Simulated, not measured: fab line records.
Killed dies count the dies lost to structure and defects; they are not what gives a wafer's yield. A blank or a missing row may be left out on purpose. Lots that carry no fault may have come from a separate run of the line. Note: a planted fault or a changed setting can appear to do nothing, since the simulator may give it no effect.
What tool caused it? | flow n5 finfet | 10 lots with 27 wafers sampled at 5 steps, on a route of 1938 steps

== WHAT THE GAUGES SHOWED, per wafer ==
Not one reading of a measure or inspect step in the record can be checked against a usual standard deviation.

== WHICH TOOL RAN EACH LOT (tool, then ch and the chambers of the sampled wafers, then the start) ==
lot  | N5_BEOL_M7_ETCH_65                 | N5_BEOL_M7_STRIP_36                | N5_BEOL_M7_ALD_77                   | N5_BEOL_M7_CMP_52             | N5_PASSIVATION_PROBE_49
L778 | rie diel-03 ch 0,2, day 10 12:31   | rie diel-03 ch 0,2, day 10 12:41   | ald metal-03 ch 0,1,2, day 10 15:19 | cmp-01 ch 0,1,3, day 10 16:40 | -
L781 | rie diel-06 ch 1,3, day 10 20:25   | rie diel-06 ch 1,3, day 10 20:35   | ald metal-03 ch 0,2, day 10 21:58   | cmp-04 ch 0,2,3, day 10 23:15 | -
L782 | rie diel-03 ch 1,2,3, day 11 11:34 | rie diel-03 ch 1,2,3, day 11 11:45 | ald metal-01 ch 1,2, day 11 12:58   | cmp-02 ch 0,2,3, day 11 14:14 | -
L783 | rie diel-06 ch 0,3, day 11 11:44   | rie diel-06 ch 0,3, day 11 11:55   | ald metal-02 ch 0,1, day 11 13:06   | cmp-02 ch 1,3, day 11 14:32   | -
L789 | rie diel-01 ch 2, day 12 21:40     | rie diel-01 ch 2, day 12 21:50     | ald metal-03 ch 0,3, day 12 23:23   | cmp-01 ch 1,2, day 13 00:59   | -
L787 | rie diel-01 ch 1, day 13 01:13     | rie diel-01 ch 1, day 13 01:24     | ald metal-03 ch 1,3, day 13 04:32   | cmp-04 ch 0,1, day 13 06:08   | -
L792 | rie diel-03 ch 0,2, day 14 08:48   | rie diel-03 ch 0,2, day 14 08:59   | ald metal-03 ch 0,3, day 14 10:15   | cmp-04 ch 1, day 14 11:37     | prober-02, day 18 10:14
L796 | rie diel-01 ch 1,3, day 14 11:08   | rie diel-01 ch 1,3, day 14 11:20   | ald metal-02 ch 0,1,3, day 14 12:33 | cmp-01 ch 1,3, day 14 13:45   | -
L797 | rie diel-06 ch 1,2, day 15 22:07   | rie diel-06 ch 1,2, day 15 22:17   | ald metal-02 ch 0,2,3, day 16 00:13 | cmp-04 ch 2,3, day 16 01:27   | -
L800 | rie diel-03 ch 1,3, day 16 04:26   | rie diel-03 ch 1,3, day 16 04:37   | ald metal-02 ch 0,1,2, day 16 06:06 | cmp-04 ch 1,3, day 16 07:20   | -
- N5_BEOL_M7_ETCH_65: etches SiARC in CF4, target depth 15.6 nm, time 26 s.
- N5_BEOL_M7_STRIP_36: strips in N2/H2.
- N5_BEOL_M7_ALD_77: deposits TaN, target thk 2 nm, pulse time 2 s, purge time 3 s.
- N5_BEOL_M7_CMP_52: polishes, stops on SiCOH lowk, t overpolish 6.9 s, target thk 80 nm.
- N5_PASSIVATION_PROBE_49

== WHAT THE TOOLS THEMSELVES READ (means of the sampled wafers that have a number; where no wafer has one, the mark that the record gives instead) ==
N5_BEOL_M7_ETCH_65.
lot  | tool        | cf4 flow sccm (sccm) | drypump motor current A (A) | etch rf on time s (s) | mfc ar sccm (sccm) | oes product au (a.u.) | rf vpp V (V) | showerhead plenum p Torr (Torr) | throttle valve pct (%)
L778 | rie diel-03 | 99.8                 | 5.2                         | 25.5                  | 100.0              | 0.71                  | 184.2        | 2.16                            | 15.48
L781 | rie diel-06 | 100.2                | 5.7                         | 26.4                  | 99.9               | 0.68                  | 184.9        | 2.16                            | 15.61
L782 | rie diel-03 | 100.1                | 4.9                         | 25.8                  | 100.1              | 0.66                  | 183.7        | 2.09                            | 15.65
L783 | rie diel-06 | 99.9                 | 6.2                         | 26.7                  | 100.2              | 0.67                  | 183.5        | 2.15                            | 15.42
L789 | rie diel-01 | 100.2                | 5.9                         | 26.8                  | 100.2              | 0.65                  | 185.2        | 2.23                            | 15.72
L787 | rie diel-01 | 99.8                 | 5.8                         | 25.9                  | 100.3              | 0.60                  | 182.8        | 2.05                            | 15.89
L792 | rie diel-03 | 99.9                 | 5.3                         | 26.0                  | 100.0              | 0.69                  | 184.8        | 2.16                            | 15.52
L796 | rie diel-01 | 99.9                 | 6.1                         | 25.6                  | 100.0              | 0.67                  | 183.0        | 2.06                            | 15.53
L797 | rie diel-06 | 100.1                | 5.4                         | 25.7                  | 100.2              | 0.68                  | 184.5        | 2.19                            | 15.77
L800 | rie diel-03 | 100.2                | 4.9                         | 25.6                  | 99.7               | 0.65                  | 182.3        | 2.05                            | 15.81

N5_BEOL_M7_STRIP_36.
lot  | tool        | bias power w (W) | drypump motor current A (A) | oes product au (a.u.) | rf vpp V (V) | showerhead plenum p Torr (Torr) | throttle valve pct (%)
L778 | rie diel-03 | 7.003            | 5.2                         | 0.83                  | 59.9         | 2.58                            | 23.67
L781 | rie diel-06 | 6.993            | 5.7                         | 0.79                  | 58.4         | 2.54                            | 23.62
L782 | rie diel-03 | 7.002            | 4.9                         | 0.77                  | 59.2         | 2.48                            | 23.91
L783 | rie diel-06 | 6.994            | 6.2                         | 0.78                  | 59.5         | 2.54                            | 23.39
L789 | rie diel-01 | 7.015            | 5.9                         | 0.74                  | 59.8         | 2.65                            | 23.43
L787 | rie diel-01 | 6.963            | 5.8                         | 0.68                  | 59.6         | 2.42                            | 23.89
L792 | rie diel-03 | 7.000            | 5.3                         | 0.81                  | 60.0         | 2.58                            | 23.66
L796 | rie diel-01 | 7.037            | 6.1                         | 0.76                  | 60.5         | 2.44                            | 23.37
L797 | rie diel-06 | 6.991            | 5.5                         | 0.79                  | 59.8         | 2.59                            | 23.86
L800 | rie diel-03 | 6.994            | 4.9                         | 0.76                  | 58.9         | 2.43                            | 24.02

N5_BEOL_M7_ALD_77.
lot  | tool         | heater power w (W) | susceptor temp C (C)
L778 | ald metal-03 | 427                | 274.96
L781 | ald metal-03 | 426                | 274.96
L782 | ald metal-01 | 394                | 275.18
L783 | ald metal-02 | 352                | 274.86
L789 | ald metal-03 | 426                | 275.04
L787 | ald metal-03 | 402                | 274.90
L792 | ald metal-03 | 413                | 274.98
L796 | ald metal-02 | 375                | 274.95
L797 | ald metal-02 | 385                | 275.20
L800 | ald metal-02 | 355                | 275.11

N5_BEOL_M7_CMP_52.
lot  | tool   | edge zone pressure frac | motor current A (A)
L778 | cmp-01 | 1.000                   | 6.2
L781 | cmp-04 | 0.996                   | 5.7
L782 | cmp-02 | 1.002                   | 6.7
L783 | cmp-02 | 0.998                   | 6.5
L789 | cmp-01 | 1.000                   | 5.2
L787 | cmp-04 | 0.998                   | 5.8
L792 | cmp-04 | 1.002                   | 6.6
L796 | cmp-01 | 0.994                   | 6.1
L797 | cmp-04 | 1.004                   | 5.8
L800 | cmp-04 | 0.999                   | 6.4

N5_PASSIVATION_PROBE_49.
lot  | tool      | defect limited yield (%) | killed_at_M0_to_M3 | killed_at_M4_up | killed at contacts | killed at front end | killed at other | killed dies | killed open | killed short | sort_bin_4_leakage (%) | sort_bin_5_function (%) | sort_bin_6_memory (%) | sort_bin_8_speed (%) | sort n pass | sort yield pct (%)
L792 | prober-02 | 91.4                     | 34                 | 19              | 15                 | 29                  | 5               | 102         | 79          | 22           | 0.00                   | 5.3                     | 3.2                   | 0.00                 | 1078        | 91.4

== THE ANSWER, worked out from the rows above alone ==
Rule: usual is defined by the lots themselves. The widest of any qualifying gaps counts: lots, ordered by their means at a reading, are off when they make up no more than a third of the lots, leave a main group of 4 or more, and stand apart from it by 3 or more times the standard deviation of that group's means. A main group is skipped when, at the precision printed for the reading in the tables above, its means are all equal. Also off: a lot with no number at a reading for which 4 or more lots have one. All remaining lots with rows at the step are treated as sound. First the gauges in route order, then the tools' own readings, where a lot's mean is used as printed above. At the first step where some lot is off, the reading lying furthest off is the one used; lots without a number count as furthest.
None of the lots is off at any reading shown; this tells nothing.

== WHAT THE SIMULATOR PUT IN ==
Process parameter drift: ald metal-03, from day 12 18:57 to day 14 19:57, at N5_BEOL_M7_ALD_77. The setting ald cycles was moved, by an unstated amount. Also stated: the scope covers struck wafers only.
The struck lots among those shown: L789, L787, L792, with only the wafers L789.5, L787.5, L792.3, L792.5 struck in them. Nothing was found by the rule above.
